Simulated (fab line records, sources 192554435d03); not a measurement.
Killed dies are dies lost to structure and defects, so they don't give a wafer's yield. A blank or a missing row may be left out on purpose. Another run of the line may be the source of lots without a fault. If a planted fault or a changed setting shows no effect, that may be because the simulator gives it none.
A lot that was struck, set against a sound lot || flow n5 finfet || 15 steps out of a route of 1938
Sound: the wafers L969.1, L969.2, L969.6. Struck: wafers L978.4, L978.5. (L978.3 of the same lot was not struck and is left out.) The cause comes at the end.
Per side, at each step with rows, come the tool, then ch with its chambers, and then its first start. Under that, the readings that differ: sound wafers || struck wafers || difference of the means || sigmas: that difference in standard deviations of wafers without a fault.
alike: readings whose means differ by less than 2 such deviations, and words and numbers that are the same on both sides. not compared: withheld readings, readings that some wafer has no value for, bounds like >300 that may hide the same value, and numbers for which the record gives no deviation and whose values overlap.
A row with sigmas, a row that says differs or no value, or rows on one side alone: a step with any of these is where the two part. Non-overlapping numbers with no deviation appear without sigmas and do not part them. Lack of a reading on every wafer of one side parts them only where that side has two or more wafers.

first, 1 step without rows for these wafers: N5_BEOL_M14_STRIP_69 (strips in N2/H2).
N5_BEOL_M14_TRENCH_ETCH_34: etches SiO2 in C4F8/O2/Ar, target depth 556.65 nm, time 126.9 s.
  sound on rie diel-01 ch 0,2, day 11 19:54; struck on rie diel-03 ch 0,1, day 15 04:44
  alike: drypump motor current A, mfc ar sccm, oes product au, rf vpp V, showerhead plenum p Torr, throttle valve pct
  not compared: rf hours counter h
then, 1 step without rows for these wafers: N5_BEOL_M14_STRIP_70 (strips in C4F8/O2/Ar).
N5_BEOL_M14_OCD_MEAS_35:
  sound on ocd-02 at day 11 20:03; struck on ocd-01 at day 15 04:53
  alike: trench depth nm
N5_BEOL_M14_STRIP_37: strips in O2.
  sound on rie diel-01 ch 1,2,3, day 12 00:44; struck on rie diel-03 ch 0,1, day 15 06:24
  alike: drypump motor current A, oes product au, rf vpp V, showerhead plenum p Torr, throttle valve pct
  not compared: rf hours counter h
N5_BEOL_M14_ETCH_38: etches SiCN in CF4/N2, target depth 106.5 nm, time 120.6 s.
  sound on rie diel-01 ch 1,2,3; struck on rie diel-03 ch 0,1
  alike: drypump motor current A, mfc ar sccm, oes product au, rf vpp V, showerhead plenum p Torr, throttle valve pct
  not compared: rf hours counter h
then, 3 steps without rows for these wafers: N5_BEOL_M14_PRECLEAN_39 (cleans in residue remover, time 60 s); N5_BEOL_M14_SRD_40 (time 30 s, dry time 30 s); N5_BEOL_M14_DEGAS_41 (time 60 s).
N5_BEOL_M14_PRE_CLEAN_42: time 30 s.
  sound on pvd sputter-02 at day 12 01:04; struck on pvd sputter-03 at day 15 07:02
  alike: heater power w
then, 1 step without rows for these wafers: N5_BEOL_M14_SPUTTER_43 (material TaN, target thk 15 nm, time 24.19 s).
N5_BEOL_M14_SPUTTER_44: material Ta, target thk 15 nm, time 24.19 s.
  sound on pvd sputter-02 at day 12 01:11; struck on pvd sputter-03 at day 15 07:10
  alike: cathode dc power W, throttle valve pct
N5_BEOL_M14_SPUTTER_45: material Cu, target thk 100 nm, time 16.67 s.
  sound on pvd sputter-02 at day 12 01:16; struck on pvd sputter-03 at day 15 07:14
{"reading": "cathode dc power W (W)", "sound": "25996 25997 25999", "struck": "28349 28342", "difference": "+2348", "sigmas": "+99 or more"}
  alike: chuck gas flow sccm, chuck sensor temp C, throttle valve pct
then, 2 steps without rows for these wafers: N5_BEOL_M14_ECD_47 (material Cu, target thk 1248 nm); N5_PASSIVATION_PROBE_49.

WHERE THEY PART
Within this record, at N5_BEOL_M14_SPUTTER_45 only.

WHY: what had been put in by the simulator
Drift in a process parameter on pvd sputter-03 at N5_BEOL_M14_SPUTTER_45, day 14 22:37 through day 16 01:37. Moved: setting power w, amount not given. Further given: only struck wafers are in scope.
